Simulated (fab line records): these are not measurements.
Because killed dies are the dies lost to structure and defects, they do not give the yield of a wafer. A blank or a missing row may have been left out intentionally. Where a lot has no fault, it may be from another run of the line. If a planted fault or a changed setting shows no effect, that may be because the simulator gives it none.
Which tool was responsible? | flow nand-harc | 24 lots with 72 wafers sampled at 5 steps, on a route of 1302 steps

## WHAT EACH GAUGE READ, for each wafer
NHARC_A_SGD_CUT_CD_MEAS_09 targets a cd of 100 nm. Usual: cd-nm reads 99.8 nm (standard deviation 0.53).
lot  | measured     | on        | cd-nm (nm)        | flag
L075 | day 19 13:28 | cd-sem-01 | 99.7 100.1 99.3   |
L074 | day 19 19:05 | cd-sem-02 | 100.2 99.8 99.5   |
L076 | day 20 00:52 | cd-sem-03 | 100.7 100.4 100.6 |
L077 | day 20 00:42 | cd-sem-03 | 98.4 99.6 99.1    |
L078 | day 20 21:44 | cd-sem-02 | 99.8 99.5 99.0    |
L080 | day 21 23:13 | cd-sem-03 | 99.4 98.8 98.6    |
L079 | day 22 01:11 | cd-sem-01 | 100.1 99.5 100.0  |
L081 | day 22 07:32 | cd-sem-01 | 100.5 100.1 100.3 |
L082 | day 23 06:10 | cd-sem-02 | 99.5 99.5 99.8    |
L083 | day 23 05:40 | cd-sem-01 | 99.6 98.6 98.6    |
L085 | day 23 19:52 | cd-sem-03 | 100.2 99.7 100.2  |
L084 | day 23 20:07 | cd-sem-02 | 99.9 100.0 99.7   |
L086 | day 23 23:59 | cd-sem-03 | 100.4 100.0 100.3 |
L087 | day 24 00:14 | cd-sem-02 | 100.0 100.1 100.6 |
L089 | day 25 05:08 | cd-sem-01 | 100.4 100.0 100.3 |
L088 | day 25 04:55 | cd-sem-03 | 99.7 100.3 99.7   |
L091 | day 26 13:04 | cd-sem-01 | 99.2 98.8 98.4    |
L090 | day 26 12:46 | cd-sem-03 | 99.9 100.2 100.0  |
L092 | day 27 08:28 | cd-sem-03 | 99.4 100.3 98.9   |
L093 | day 27 08:30 | cd-sem-02 | 99.9 100.7 99.4   |
L094 | day 27 08:15 | cd-sem-03 | 100.0 100.5 100.4 |
L096 | day 28 08:37 | cd-sem-02 | 98.8 99.3 99.9    |
L095 | day 28 08:39 | cd-sem-01 | 100.4 100.4 100.2 |
L097 | day 28 16:25 | cd-sem-01 | 100.1 100.1 99.7  |

NHARC_A_SGD_CUT_INSPECT_11. Usual: raw-defect-count reads 52 (standard deviation 33).
lot  | measured     | on                | raw-defect-count | flag
L075 | day 19 13:35 | defect-inspect-02 | 105 105 123      |
L074 | day 19 19:12 | defect-inspect-01 | 19 28 28         |
L076 | day 20 01:00 | defect-inspect-02 | 59 61 65         |
L077 | day 20 00:50 | defect-inspect-01 | 26 18 24         |
L078 | day 20 21:51 | defect-inspect-01 | 115 118 112      |
L080 | day 21 23:20 | defect-inspect-01 | 25 14 24         |
L079 | day 22 01:18 | defect-inspect-02 | 118 106 115      |
L081 | day 22 07:40 | defect-inspect-01 | 56 59 68         |
L082 | day 23 06:17 | defect-inspect-02 | 60 74 63         |
L083 | day 23 05:47 | defect-inspect-02 | 60 80 84         |
L085 | day 23 20:00 | defect-inspect-02 | 35 30 33         |
L084 | day 23 20:14 | defect-inspect-02 | 49 47 51         |
L086 | day 24 00:07 | defect-inspect-02 | 37 34 38         |
L087 | day 24 00:21 | defect-inspect-01 | 20 20 14         |
L089 | day 25 05:16 | defect-inspect-02 | 46 43 46         |
L088 | day 25 05:02 | defect-inspect-01 | 20 18 25         |
L091 | day 26 13:11 | defect-inspect-01 | 30 29 28         |
L090 | day 26 12:53 | defect-inspect-02 | 86 89 95         |
L092 | day 27 08:35 | defect-inspect-02 | 18 26 17         |
L093 | day 27 08:37 | defect-inspect-01 | 30 26 24         |
L094 | day 27 08:23 | defect-inspect-02 | 59 57 65         |
L096 | day 28 08:44 | defect-inspect-01 | 73 71 66         |
L095 | day 28 08:47 | defect-inspect-02 | 7 11 6           |
L097 | day 28 16:32 | defect-inspect-02 | 44 47 60         |

## WHICH TOOL RAN EACH LOT (tool, then ch and the chambers of the sampled wafers, then the start)
lot  | NHARC_A_STAIRCASE_ETCH_294                    | NHARC_A_STAIRCASE_STRIP_475                   | NHARC_A_STAIRCASE_CMP_472
L075 | rie-diel-10 ch 2,3, day 19 12:26 or earlier   | rie-diel-13 ch 1,3, day 19 12:26 or earlier   | cmp-02 ch 0,3, day 19 12:26
L074 | rie-diel-10 ch 1,2,3, day 19 17:35 or earlier | rie-diel-10 ch 0,3, day 19 17:35              | cmp-02 ch 0,1, day 19 17:57
L076 | rie-diel-13 ch 2,3, day 19 23:46 or earlier   | rie-diel-02 ch 0,2,3, day 19 23:46 or earlier | cmp-01 ch 0,2,3, day 19 23:46
L077 | rie-diel-13 ch 2,3, day 19 23:34 or earlier   | rie-diel-13 ch 1,2,3, day 19 23:34 or earlier | cmp-02 ch 0,3, day 19 23:34
L078 | rie-diel-02 ch 1,2, day 20 20:36 or earlier   | rie-diel-02 ch 2,3, day 20 20:36 or earlier   | cmp-01 ch 0,3, day 20 20:36
L080 | rie-diel-10 ch 0,1,3, day 21 22:10 or earlier | rie-diel-13 ch 0,1,2, day 21 22:10 or earlier | cmp-02 ch 0,1,2, day 21 22:10
L079 | rie-diel-13 ch 0,2,3, day 22 00:05 or earlier | rie-diel-10 ch 1,2, day 22 00:05 or earlier   | cmp-01 ch 0,1,3, day 22 00:05
L081 | rie-diel-10 ch 0,3, day 22 06:31 or earlier   | rie-diel-13 ch 1,2,3, day 22 06:31 or earlier | cmp-02 ch 1,3, day 22 06:31
L082 | rie-diel-02 ch 0,1,3, day 23 05:02 or earlier | rie-diel-13 ch 1,2,3, day 23 05:02 or earlier | cmp-04 ch 0,2,3, day 23 05:02
L083 | rie-diel-13 ch 1,2,3, day 23 04:32 or earlier | rie-diel-02 ch 0,1,3, day 23 04:32 or earlier | cmp-02 ch 1,2,3, day 23 04:32
L085 | rie-diel-02 ch 0,1,2, day 23 18:44 or earlier | rie-diel-13 ch 0,2,3, day 23 18:44 or earlier | cmp-04 ch 1,2,3, day 23 18:44
L084 | rie-diel-10 ch 0,3, day 23 19:01 or earlier   | rie-diel-13 ch 0,1, day 23 19:01 or earlier   | cmp-02 ch 0,2,3, day 23 19:01
L086 | rie-diel-10 ch 0,1,3, day 23 22:53 or earlier | rie-diel-13 ch 0,1,3, day 23 22:53 or earlier | cmp-01 ch 0,2, day 23 22:53
L087 | rie-diel-02 ch 1,3, day 23 23:06 or earlier   | rie-diel-13 ch 1,2, day 23 23:06 or earlier   | cmp-01 ch 0,1,3, day 23 23:06
L089 | rie-diel-10 ch 0,1, day 25 04:01 or earlier   | rie-diel-10 ch 0,3, day 25 04:01 or earlier   | cmp-01 ch 0,1, day 25 04:01
L088 | rie-diel-10 ch 0,2,3, day 25 03:49 or earlier | rie-diel-10 ch 1,2,3, day 25 03:49 or earlier | cmp-04 ch 0,1, day 25 03:49
L091 | rie-diel-13 ch 1,2,3, day 26 12:00 or earlier | rie-diel-10 ch 0,1,2, day 26 12:00 or earlier | cmp-02 ch 0,2,3, day 26 12:00
L090 | rie-diel-02 ch 0,1,2, day 26 11:42 or earlier | rie-diel-10 ch 0,1, day 26 11:42 or earlier   | cmp-01 ch 1,2,3, day 26 11:42
L092 | rie-diel-10 ch 0,1,2, day 27 07:22 or earlier | rie-diel-10 ch 0,1,2, day 27 07:22 or earlier | cmp-02 ch 0,1,3, day 27 07:22
L093 | rie-diel-10 ch 0,1,3, day 27 07:25 or earlier | rie-diel-13 ch 0,1,2, day 27 07:25 or earlier | cmp-01 ch 2,3, day 27 07:25
L094 | rie-diel-13 ch 1,3, day 27 07:18 or earlier   | rie-diel-13 ch 1,2, day 27 07:18 or earlier   | cmp-04 ch 0,1,2, day 27 07:18
L096 | rie-diel-02 ch 0,2,3, day 28 07:32 or earlier | rie-diel-02 ch 0,3, day 28 07:32 or earlier   | cmp-04 ch 0,1,2, day 28 07:32
L095 | rie-diel-13 ch 0,2,3, day 28 07:33 or earlier | rie-diel-02 ch 0,1,3, day 28 07:33 or earlier | cmp-01 ch 0,1,3, day 28 07:33
L097 | rie-diel-10 ch 1,3, day 28 15:20 or earlier   | rie-diel-10 ch 1,2,3, day 28 15:20 or earlier | cmp-02 ch 0,1,3, day 28 15:20
- NHARC_A_STAIRCASE_ETCH_294: etches the open film in C4F8/O2/Ar, target depth 4989 nm, time 1211.6 s.
- NHARC_A_STAIRCASE_STRIP_475: strips in O2, time 20 s.
- NHARC_A_STAIRCASE_CMP_472: polishes SiO2.

## WHAT THE TOOLS THEMSELVES READ (means of the sampled wafers that have a number; where no wafer has one, the mark that the record gives instead)
NHARC_A_STAIRCASE_ETCH_294. Usual: oes-product-au 0.934 a.u., standard deviation 0.012; rf-vpp-V 1823 V, standard deviation 11.
lot  | tool        | oes-product-au (a.u.) | rf-vpp-V (V) | flag
L075 | rie-diel-10 | 0.943                 | 1819         |
L074 | rie-diel-10 | 0.935                 | 1821         |
L076 | rie-diel-13 | 0.935                 | 1811         |
L077 | rie-diel-13 | 0.935                 | 1813         |
L078 | rie-diel-02 | 0.944                 | 1834         |
L080 | rie-diel-10 | 0.940                 | 1819         |
L079 | rie-diel-13 | 0.948                 | 1814         |
L081 | rie-diel-10 | 0.923                 | 1814         |
L082 | rie-diel-02 | 0.927                 | 1837         |
L083 | rie-diel-13 | 0.942                 | 1817         |
L085 | rie-diel-02 | 0.937                 | 1835         |
L084 | rie-diel-10 | 0.923                 | 1813         |
L086 | rie-diel-10 | 0.933                 | 1818         |
L087 | rie-diel-02 | 0.951                 | 1834         |
L089 | rie-diel-10 | 0.929                 | 1823         |
L088 | rie-diel-10 | 0.929                 | 1816         |
L091 | rie-diel-13 | 0.928                 | 1831         |
L090 | rie-diel-02 | 0.934                 | 1833         |
L092 | rie-diel-10 | 0.923                 | 1819         |
L093 | rie-diel-10 | 0.928                 | 1816         |
L094 | rie-diel-13 | 0.932                 | 1841         |
L096 | rie-diel-02 | 0.920                 | 1828         |
L095 | rie-diel-13 | 0.932                 | 1824         |
L097 | rie-diel-10 | 0.939                 | 1821         |

NHARC_A_STAIRCASE_STRIP_475. Usual: drypump-motor-current-A 5.6 A, standard deviation 0.37; mfc-ar-sccm 0.016 sccm, standard deviation 0.012; oes-product-au 1.003 a.u., standard deviation 0.0092; rf-vpp-V 57.6 V, standard deviation 0.95; showerhead-plenum-p-Torr 3.48 Torr, standard deviation 0.15; throttle-valve-pct 17.036 %, standard deviation 0.008.
lot  | tool        | drypump-motor-current-A (A) | mfc-ar-sccm (sccm) | oes-product-au (a.u.) | rf-vpp-V (V) | showerhead-plenum-p-Torr (Torr) | throttle-valve-pct (%) | flag
L075 | rie-diel-13 | 5.7                         | 0.019              | 0.998                 | 57.3         | 3.49                            | 17.043                 |
L074 | rie-diel-10 | 5.6                         | 0.003              | 0.999                 | 56.0         | 3.37                            | 17.040                 |
L076 | rie-diel-02 | 5.2                         | 0.016              | 0.999                 | 58.0         | 3.57                            | 17.042                 |
L077 | rie-diel-13 | 5.6                         | 0.021              | 1.007                 | 57.0         | 3.41                            | 17.038                 |
L078 | rie-diel-02 | 4.9                         | 0.029              | 1.016                 | 56.9         | 3.54                            | 17.036                 |
L080 | rie-diel-13 | 5.7                         | 0.014              | 1.004                 | 57.7         | 3.44                            | 17.027                 |
L079 | rie-diel-10 | 5.5                         | 0.027              | 1.000                 | 57.1         | 3.49                            | 17.036                 |
L081 | rie-diel-13 | 5.6                         | 0.021              | 1.010                 | 58.0         | 3.40                            | 17.034                 |
L082 | rie-diel-13 | 5.5                         | 0.021              | 1.008                 | 59.0         | 3.58                            | 17.037                 |
L083 | rie-diel-02 | 5.4                         | 0.020              | 0.998                 | 57.6         | 3.64                            | 17.031                 |
L085 | rie-diel-13 | 5.6                         | 0.017              | 0.999                 | 57.3         | 3.51                            | 17.033                 |
L084 | rie-diel-13 | 6.0                         | 0.012              | 1.011                 | 57.5         | 3.52                            | 17.038                 |
L086 | rie-diel-13 | 5.8                         | 0.015              | 1.005                 | 57.9         | 3.59                            | 17.033                 |
L087 | rie-diel-13 | 5.5                         | 0.020              | 0.985                 | 57.5         | 3.42                            | 17.039                 |
L089 | rie-diel-10 | 5.6                         | 0.002              | 1.003                 | 57.2         | 3.32                            | 17.035                 |
L088 | rie-diel-10 | 5.5                         | 0.016              | 1.000                 | 58.1         | 3.41                            | 17.034                 |
L091 | rie-diel-10 | 5.5                         | 0.017              | 1.003                 | 58.0         | 3.42                            | 17.038                 |
L090 | rie-diel-10 | 5.7                         | 0.014              | 0.999                 | 57.5         | 3.40                            | 17.039                 |
L092 | rie-diel-10 | 5.5                         | 0.017              | 1.004                 | 57.5         | 3.42                            | 17.034                 |
L093 | rie-diel-13 | 5.8                         | 0.014              | 0.999                 | 57.0         | 3.42                            | 17.025                 |
L094 | rie-diel-13 | 5.7                         | 0.018              | 0.992                 | 57.3         | 3.48                            | 17.037                 |
L096 | rie-diel-02 | 4.9                         | 0.026              | 0.999                 | 58.0         | 3.54                            | 17.036                 |
L095 | rie-diel-02 | 5.5                         | 0.020              | 1.004                 | 58.3         | 3.62                            | 17.030                 |
L097 | rie-diel-10 | 5.5                         | 0.016              | 1.009                 | 56.9         | 3.40                            | 17.037                 |

NHARC_A_STAIRCASE_CMP_472. Usual: edge-zone-pressure-frac 1.000, standard deviation 0.0048; motor-current-A 11.5 A, standard deviation 1.3.
lot  | tool   | edge-zone-pressure-frac | motor-current-A (A) | flag
L075 | cmp-02 | 0.997                   | 12.0                |
L074 | cmp-02 | 0.998                   | 12.4                |
L076 | cmp-01 | 1.000                   | 10.1                |
L077 | cmp-02 | 0.999                   | 12.0                |
L078 | cmp-01 | 1.002                   | 10.0                |
L080 | cmp-02 | 1.005                   | 12.6                |
L079 | cmp-01 | 1.002                   | 10.0                |
L081 | cmp-02 | 1.000                   | 12.8                |
L082 | cmp-04 | 1.001                   | 12.3                |
L083 | cmp-02 | 1.003                   | 12.5                |
L085 | cmp-04 | 1.004                   | 12.1                |
L084 | cmp-02 | 1.000                   | 12.0                |
L086 | cmp-01 | 0.999                   | 10.1                |
L087 | cmp-01 | 1.000                   | 10.2                |
L089 | cmp-01 | 0.999                   | 9.6                 |
L088 | cmp-04 | 0.999                   | 12.0                |
L091 | cmp-02 | 1.001                   | 11.8                |
L090 | cmp-01 | 0.997                   | 10.6                |
L092 | cmp-02 | 1.000                   | 12.3                |
L093 | cmp-01 | 0.998                   | 11.1                |
L094 | cmp-04 | 1.001                   | 12.5                |
L096 | cmp-04 | 1.001                   | 12.4                |
L095 | cmp-01 | 1.002                   | 10.1                |
L097 | cmp-02 | 1.004                   | 12.6                |

## THE ANSWER, worked out from the rows above alone
Rule: a lot is off if the mean of its wafers that have a number lies more than 3 standard deviations from the usual mean. A lot without any number at a reading at which 4 lots or more have one is off too. All remaining lots with rows at the step are treated as sound. First the gauges in route order, then the tools' own readings, where a lot's mean is used as printed above. At the first step where some lot is off, the reading lying furthest off is the one used; lots without a number count as furthest.
Nothing can be told from this: no lot is off at any reading shown.

## WHAT WAS PUT IN BY THE SIMULATOR
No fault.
